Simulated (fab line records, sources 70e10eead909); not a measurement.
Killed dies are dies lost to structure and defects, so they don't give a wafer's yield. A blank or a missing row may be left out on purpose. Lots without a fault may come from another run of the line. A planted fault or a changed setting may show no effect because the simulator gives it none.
Which tool did it? | flow nand_harc | 11 lots, 33 wafers sampled, at 5 steps of a route of 1302

WHAT THE GAUGES READ, wafer by wafer
NHARC_END_SORT_01. Usual: killed_at_array 54, standard deviation 21; killed_at_other 0.9, standard deviation 1.1; killed_at_periphery 3.5, standard deviation 2.5; killed_dies 58, standard deviation 21; killed_open 3.3, standard deviation 1.9; killed_short 2.6, standard deviation 1.8.
lot  | measured     | on        | killed_at_array | killed_at_other | killed_at_periphery | killed_dies | killed_open | killed_short | flag
L437 | day 28 11:56 | prober-02 | 676 676 675     | 0 0 0           | 1 1 2               | 677 677 677 | 5 3 6       | 2 3 3        | OFF
L438 | day 29 02:26 | prober-01 | 672 673 672     | 0 0 0           | 5 4 5               | 677 677 677 | 3 1 5       | 1 2 2        | OFF

WHICH TOOL RAN EACH LOT (tool, then ch and the chambers of the sampled wafers, then the start)
lot  | NHARC_A_CONTACT_ETCH_91            | NHARC_A_CONTACT_ETCH_135             | NHARC_A_CONTACT_ETCH_137             | NHARC_A_CONTACT_ETCH_138
L430 | rie_diel-01 ch 0,1,3, day 22 06:59 | har_cap_etch-02 ch 0,1, day 22 13:50 | har_cap_etch-02 ch 0,1, day 22 14:22 | har_cap_etch-02 ch 0,1, day 22 14:38
L435 | rie_diel-06 ch 0,1,3, day 24 19:47 | har_cap_etch-01 ch 0,1, day 25 06:02 | har_cap_etch-01 ch 0,1, day 25 06:34 | har_cap_etch-01 ch 0,1, day 25 06:50
L431 | rie_diel-06 ch 0,1,3, day 25 02:28 | har_cap_etch-03 ch 0,1, day 25 08:01 | har_cap_etch-03 ch 0,1, day 25 08:34 | har_cap_etch-03 ch 0,1, day 25 08:50
L437 | rie_diel-06 ch 1,3, day 26 04:18   | har_cap_etch-02 ch 0,1, day 26 09:26 | har_cap_etch-02 ch 0,1, day 26 09:58 | har_cap_etch-02 ch 0,1, day 26 10:14
L438 | rie_diel-06 ch 1,2, day 26 21:14   | har_cap_etch-02 ch 0,1, day 27 03:04 | har_cap_etch-02 ch 0,1, day 27 03:37 | har_cap_etch-02 ch 0,1, day 27 03:53
L444 | rie_diel-13 ch 0,1,3, day 28 14:28 | har_cap_etch-01 ch 0,1, day 28 19:50 | har_cap_etch-01 ch 0,1, day 28 20:22 | har_cap_etch-01 ch 0,1, day 28 20:38
L446 | rie_diel-06 ch 0,2,3, day 29 00:38 | har_cap_etch-02 ch 0,1, day 29 10:31 | har_cap_etch-02 ch 0,1, day 29 11:02 | har_cap_etch-02 ch 0,1, day 29 11:19
L445 | rie_diel-01 ch 0,1,3, day 29 16:35 | har_cap_etch-03 ch 0,1, day 29 21:59 | har_cap_etch-03 ch 0,1, day 29 22:31 | har_cap_etch-03 ch 0,1, day 29 22:47
L448 | rie_diel-13 ch 1,2,3, day 29 22:35 | har_cap_etch-01 ch 0,1, day 30 03:59 | har_cap_etch-01 ch 0,1, day 30 04:32 | har_cap_etch-01 ch 0,1, day 30 04:49
L449 | rie_diel-06 ch 0,3, day 31 09:05   | har_cap_etch-02 ch 0,1, day 31 14:20 | har_cap_etch-02 ch 0,1, day 31 14:53 | har_cap_etch-02 ch 0,1, day 31 15:10
L451 | rie_diel-06 ch 0,1,3, day 31 18:49 | har_cap_etch-02 ch 0,1, day 31 23:53 | har_cap_etch-02 ch 0,1, day 32 00:26 | har_cap_etch-02 ch 0,1, day 32 00:42
- NHARC_A_CONTACT_ETCH_91: etches the open film in CH3F/O2, target depth 40 nm, time 85.7 s.
- NHARC_A_CONTACT_ETCH_135: etches the open film in C4F8/O2/Ar, time 311 s, target depth 1912 nm.
- NHARC_A_CONTACT_ETCH_137: etches the open film in C4F8/O2/Ar, time 311 s, target depth 1912 nm.
- NHARC_A_CONTACT_ETCH_138: etches the open film in C4F8/O2/Ar, time 311 s, target depth 1914 nm.

WHAT THE TOOLS THEMSELVES READ (means of the sampled wafers that have a number; where no wafer has one, the mark that the record gives instead)
NHARC_A_CONTACT_ETCH_91. Usual: bias_w 100.0 W, standard deviation 0.3; ch3f_flow_sccm 49.99 sccm, standard deviation 0.13; chamber_pressure_mTorr 25.003 mTorr, standard deviation 0.023; drypump_motor_current_A 5.7 A, standard deviation 0.44; oes_product_au 0.927 a.u., standard deviation 0.028; rf_vpp_V 243.8 V, standard deviation 1.4; showerhead_plenum_p_Torr 2.42 Torr, standard deviation 0.082; throttle_valve_pct 20.664 %, standard deviation 0.0091.
lot  | tool        | bias_w (W) | ch3f_flow_sccm (sccm) | chamber_pressure_mTorr (mTorr) | drypump_motor_current_A (A) | oes_product_au (a.u.) | rf_vpp_V (V) | showerhead_plenum_p_Torr (Torr) | throttle_valve_pct (%) | flag
L430 | rie_diel-01 | 99.8       | 50.07                 | 25.015                         | 6.0                         | 0.925                 | 244.1        | 2.44                            | 20.666                 |
L435 | rie_diel-06 | 100.2      | 49.95                 | 25.008                         | 5.6                         | 0.904                 | 242.9        | 2.38                            | 20.663                 |
L431 | rie_diel-06 | 99.6       | 49.99                 | 24.984                         | 5.6                         | 0.914                 | 243.8        | 2.38                            | 20.666                 |
L437 | rie_diel-06 | 100.1      | 49.92                 | 24.999                         | 5.6                         | 0.905                 | 243.7        | 2.41                            | 20.661                 |
L438 | rie_diel-06 | 99.6       | 50.04                 | 24.993                         | 5.5                         | 0.923                 | 242.8        | 2.37                            | 20.668                 |
L444 | rie_diel-13 | 100.3      | 49.92                 | 24.996                         | 5.5                         | 0.927                 | 243.2        | 2.43                            | 20.665                 |
L446 | rie_diel-06 | 100.3      | 49.91                 | 25.013                         | 5.9                         | 0.995                 | 244.0        | 2.37                            | 20.665                 |
L445 | rie_diel-01 | 100.0      | 49.93                 | 24.985                         | 5.9                         | 1.004                 | 244.3        | 2.41                            | 20.670                 |
L448 | rie_diel-13 | 99.9       | 49.87                 | 25.010                         | 5.6                         | 0.913                 | 243.9        | 2.46                            | 20.666                 |
L449 | rie_diel-06 | 100.1      | 49.85                 | 24.983                         | 6.0                         | 0.915                 | 243.6        | 2.38                            | 20.660                 |
L451 | rie_diel-06 | 99.7       | 50.10                 | 25.010                         | 5.6                         | 0.919                 | 242.7        | 2.37                            | 20.667                 |

NHARC_A_CONTACT_ETCH_135. Usual: chamber_pressure_mTorr 20.001 mTorr, standard deviation 0.017; oes_air_line_au 1.004 a.u., standard deviation 0.021.
lot  | tool            | chamber_pressure_mTorr (mTorr) | oes_air_line_au (a.u.) | flag
L430 | har_cap_etch-02 | 20.011                         | 1.013                  |
L435 | har_cap_etch-01 | 19.996                         | 0.998                  |
L431 | har_cap_etch-03 | 20.029                         | 0.991                  |
L437 | har_cap_etch-02 | -                              | -                      | OFF
L438 | har_cap_etch-02 | -                              | -                      | OFF
L444 | har_cap_etch-01 | 20.024                         | 1.027                  |
L446 | har_cap_etch-02 | 20.004                         | 0.989                  |
L445 | har_cap_etch-03 | 19.998                         | 0.985                  |
L448 | har_cap_etch-01 | 19.979                         | 1.022                  |
L449 | har_cap_etch-02 | 19.995                         | 0.996                  |
L451 | har_cap_etch-02 | 19.991                         | 1.003                  |

NHARC_A_CONTACT_ETCH_137. Usual: chamber_pressure_mTorr 19.998 mTorr, standard deviation 0.018; oes_air_line_au 1.004 a.u., standard deviation 0.017.
lot  | tool            | chamber_pressure_mTorr (mTorr) | oes_air_line_au (a.u.) | flag
L430 | har_cap_etch-02 | 20.009                         | 1.018                  |
L435 | har_cap_etch-01 | 20.005                         | 0.995                  |
L431 | har_cap_etch-03 | 19.993                         | 1.006                  |
L437 | har_cap_etch-02 | 19.983                         | 1.002                  |
L438 | har_cap_etch-02 | 19.985                         | 1.000                  |
L444 | har_cap_etch-01 | 19.993                         | 1.025                  |
L446 | har_cap_etch-02 | 19.995                         | 1.005                  |
L445 | har_cap_etch-03 | 19.991                         | 1.006                  |
L448 | har_cap_etch-01 | 20.001                         | 0.992                  |
L449 | har_cap_etch-02 | 20.014                         | 0.993                  |
L451 | har_cap_etch-02 | 19.996                         | 1.002                  |

NHARC_A_CONTACT_ETCH_138. Usual: chamber_pressure_mTorr 19.999 mTorr, standard deviation 0.018; oes_air_line_au 1.001 a.u., standard deviation 0.022.
lot  | tool            | chamber_pressure_mTorr (mTorr) | oes_air_line_au (a.u.) | flag
L430 | har_cap_etch-02 | 20.007                         | 0.994                  |
L435 | har_cap_etch-01 | 19.990                         | 0.999                  |
L431 | har_cap_etch-03 | 19.995                         | 0.985                  |
L437 | har_cap_etch-02 | 20.003                         | 1.001                  |
L438 | har_cap_etch-02 | 20.023                         | 0.996                  |
L444 | har_cap_etch-01 | 19.999                         | 1.001                  |
L446 | har_cap_etch-02 | 20.012                         | 0.992                  |
L445 | har_cap_etch-03 | 19.987                         | 0.994                  |
L448 | har_cap_etch-01 | 19.994                         | 0.995                  |
L449 | har_cap_etch-02 | 20.005                         | 1.024                  |
L451 | har_cap_etch-02 | 19.991                         | 0.999                  |

THE ANSWER, worked out from the rows above alone
Rule: a lot is off if the mean of its wafers that have a number lies more than 3 standard deviations from the usual mean. A lot without any number at a reading at which 4 lots or more have one is off too. The other lots that the step has rows for count as sound. The gauges are gone through in route order, then the tools' own readings, and for those a lot's mean is taken as printed above. The first step at which some lot is off is used, and at that step the reading that is off furthest; a lot without a number counts as furthest.
Off: L437, L438, at NHARC_END_SORT_01 (killed_at_array). Neither off nor sound, because the step has no rows for them: L430, L435, L431, L444, L446, L445, L448, L449, L451.
A tool fits if, at a process step before that reading, it ran every lot that is off, and no sound lot after the first of them. The gauges at NHARC_END_SORT_01 aren't tried: what is off there is off at NHARC_A_CONTACT_ETCH_135 too, on other tools, and a gauge's error can't cause that. Can't be told from this: 2 tools fit, rie_diel-06 at NHARC_A_CONTACT_ETCH_91, har_cap_etch-02 at NHARC_A_CONTACT_ETCH_135 and NHARC_A_CONTACT_ETCH_137 and NHARC_A_CONTACT_ETCH_138.

WHAT THE SIMULATOR HAD PUT IN
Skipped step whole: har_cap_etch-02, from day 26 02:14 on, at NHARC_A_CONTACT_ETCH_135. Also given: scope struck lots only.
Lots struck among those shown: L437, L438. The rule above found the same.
